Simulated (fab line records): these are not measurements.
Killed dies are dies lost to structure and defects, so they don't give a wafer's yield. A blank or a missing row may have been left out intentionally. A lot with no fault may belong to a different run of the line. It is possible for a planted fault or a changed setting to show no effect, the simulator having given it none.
2 desks, one fault / flow nand-harc / every desk sees just its own numbers, and what lay behind them comes last

FOR THE TOOL OWNER'S DESK: fcvd-01
The tool's own readings at NHARC_A_SGD_CUT_DEP_20 (deposits SiO2, target thk 150 nm): means of the sampled wafers that have a number, for each lot that ran on this tool. Marked OUT: a lot whose mean sits more than 4 standard deviations from the usual mean, which makes it out of limits; the brackets give that distance.
Columns: A = susceptor-temp-C at NHARC_A_SGD_CUT_DEP_20, usual 65.02 C
lot=L748; first seen here=day 14 12:37; A=65.06
lot=L750; first seen here=day 14 18:25; A=65.08
lot=L753; first seen here=day 15 21:52; A=64.89
lot=L756; first seen here=day 16 16:00; A=64.96
lot=L760; first seen here=day 17 17:17; A=64.95
Result from this desk: across the 5 lots, nothing is out of limits.

THE METROLOGY DESK
What the gauges read, lot by lot, whatever tool the lot ran on: means of the sampled wafers that have a number. Marked OUT: a lot whose mean sits more than 4 standard deviations from the usual mean, which makes it out of limits; the brackets give that distance.
Columns: A = thk-nm at NHARC_A_BONDPAD_THK_MEAS_20, usual 170.5 nm
lot=L745; first seen here=day 18 05:55; A=173.3
lot=L746; first seen here=day 18 09:46; A=168.9
lot=L748; first seen here=day 18 10:04; A=168.9
lot=L750; first seen here=day 18 15:30; A=168.7
lot=L749; first seen here=day 18 21:33; A=170.2
lot=L751; first seen here=day 19 08:44; A=170.6
lot=L753; first seen here=day 20 04:14; A=171.4
lot=L752; first seen here=day 20 05:17; A=168.5
lot=L754; first seen here=day 20 14:22; A=169.8
lot=L755; first seen here=day 20 18:07; A=169.1
lot=L756; first seen here=day 20 21:05; A=171.4
lot=L758; first seen here=day 21 09:40; A=169.6
lot=L760; first seen here=day 22 10:25; A=170.6
Result from this desk: across the 13 lots, nothing is out of limits.

BROUGHT TOGETHER
The desk of the tool owner found nothing out of limits.
At the metrology desk, nothing out of limits was observed.

WHAT THE SIMULATOR HAD INSERTED
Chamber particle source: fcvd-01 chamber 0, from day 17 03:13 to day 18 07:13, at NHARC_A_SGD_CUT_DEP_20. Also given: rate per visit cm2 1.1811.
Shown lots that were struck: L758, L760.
